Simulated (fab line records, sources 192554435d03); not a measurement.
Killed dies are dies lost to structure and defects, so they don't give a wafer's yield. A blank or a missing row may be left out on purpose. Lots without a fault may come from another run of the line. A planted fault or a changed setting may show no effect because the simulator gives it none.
Split-lot experiment | flow n5_finfet | 7 lots, 21 wafers read, on a route of 1938 steps

THE SPLIT
At N5_BEOL_M1_TRENCH_ETCH_37 (etches SiOC in C4F6/O2, target depth 55.207 nm, time 29 s), the setting source_w was moved away from the recipe's 355 W on 7 of the 21 wafers read, by -11.9% to +10.8%. The other wafers ran this setting at the recipe's value.

FROM THE SPLIT TO THE READING: what the file shows between them, 2 steps
- N5_BEOL_M1_ETCH_41: etches SiCN in CH3F/O2, target depth 31.9 nm, time 57.8 s
- N5_BEOL_M1_STRIP_97: strips in N2/H2, time 10 s

THE READING
trench_depth_nm, in nm, at N5_BEOL_M1_OCD_MEAS_38. Fault-free wafers of this fab line usually give 55.2 nm, standard deviation 0.76 nm.

wafer  | tool, chamber at the split | source_w as run, W | against the recipe | trench_depth_nm, nm | against lot-mates on the recipe
L075.1 | rie_diel-05, 1             | 355                | recipe             | 55.3                | -
L075.4 | rie_diel-05, 1             | 355                | recipe             | 54.7                | -
L075.5 | rie_diel-05, 3             | 355                | recipe             | 56.2                | -
L076.1 | rie_diel-03, 2             | 355                | recipe             | 54.9                | -
L076.4 | rie_diel-03, 0             | 371.8              | +4.7%              | 55.1                | +0.6
L076.5 | rie_diel-03, 0             | 355                | recipe             | 54.0                | -
L084.1 | rie_diel-01, 1             | 355                | recipe             | 55.3                | -
L084.4 | rie_diel-01, 1             | 377                | +6.2%              | 56.6                | +1.3
L084.5 | rie_diel-01, 2             | 377                | +6.2%              | 57.0                | +1.7
L091.3 | rie_diel-05, 1             | 355                | recipe             | 55.0                | -
L091.4 | rie_diel-05, 0             | 355                | recipe             | 54.9                | -
L091.5 | rie_diel-05, 3             | 355                | recipe             | 55.1                | -
L095.1 | rie_diel-01, 2             | 355                | recipe             | 56.1                | -
L095.2 | rie_diel-01, 3             | 355                | recipe             | 56.0                | -
L095.5 | rie_diel-01, 0             | 330.4              | -6.9%              | 53.0                | -3.0
L094.1 | rie_diel-01, 1             | 355                | recipe             | 54.8                | -
L094.4 | rie_diel-01, 3             | 393.4              | +10.8%             | 58.3                | +2.7
L094.6 | rie_diel-01, 3             | 355                | recipe             | 56.4                | -
L097.1 | rie_diel-03, 0             | 355                | recipe             | 54.7                | -
L097.2 | rie_diel-03, 1             | 312.9              | -11.9%             | 51.7                | -3.0
L097.3 | rie_diel-03, 0             | 312.9              | -11.9%             | 52.1                | -2.6

THE FIT
A straight line over all 21 wafers: trench_depth_nm changes by +0.268 nm for each +1% of source_w; r = +0.91; the points scatter about the line by 0.66 nm.
The same after taking each lot's own level away (the mean of its wafers on the recipe; 21 wafers): +0.253 nm for each +1%; r = +0.94; scatter 0.51 nm.
On that fit, the largest move of source_w shifts the reading by 3 nm.
The lots' own levels span 54.45 to 56.05 nm, that is 2.1 times the standard deviation above.
So the lot-to-lot level changes the slope little: the two slopes agree.
Check: with one of the wafers moved furthest among these (-11.9%) left out of the fit, the line predicts -3.12 nm for it against its lot-mates. It came out at -3 nm against them.
Tool readings at the split's step, against how far the setting was moved: rf_vpp_V r = -0.93.

OTHER SPLITS ON THESE WAFERS
These wafers also went through other splits before the reading. Each is held against what the fit with the lots' levels taken away leaves over:
other split on the same wafers         | wafers away from the commonest value | r with trench_depth_nm (lot level and that fit taken away)
N5_MOL_CONTACT_COAG_COAT_103 spin_rpm  | 14                                   | -0.21
N5_MOL_CONTACT_COAG_ALD_131 ald_cycles | 5                                    | +0.09
N5_BEOL_M0_ETCH_138 bias_w             | 12                                   | +0.14
N5_BEOL_M0_ETCH_128 source_w           | 3                                    | -0.19
N5_BEOL_M1_COAT_61 spin_rpm            | 4                                    | +0.16
N5_BEOL_M1_COAT_73 temp_c              | 7                                    | -0.01

THE WHOLE CHAIN: every reading that the file lists as answering this split, in the file's order
step                      | what it does                                              | reading                                                                   | change (the file's fit)               | r (the file's)
N5_BEOL_M1_TRENCH_ETCH_37 | etches SiOC in C4F6/O2, target depth 55.207 nm, time 29 s | rf_vpp_V                                                                  | -3.82 V for each +1% of the setting   | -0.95
N5_BEOL_M1_TRENCH_ETCH_37 | etches SiOC in C4F6/O2, target depth 55.207 nm, time 29 s | etch.depth_nm (the simulator's own value, which no gauge read)            | +0.251 nm for each +1% of the setting | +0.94
N5_BEOL_M1_TRENCH_ETCH_37 | etches SiOC in C4F6/O2, target depth 55.207 nm, time 29 s | BEOL_M1.feature_depth_nm (the simulator's own value, which no gauge read) | +0.255 nm for each +1% of the setting | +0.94
N5_BEOL_M1_OCD_MEAS_38    |                                                           | trench_depth_nm                                                           | +0.262 nm for each +1% of the setting | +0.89

THE FILE'S OWN FIT
trench_depth_nm changes by +0.262 nm for each +1% of source_w, r = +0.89.
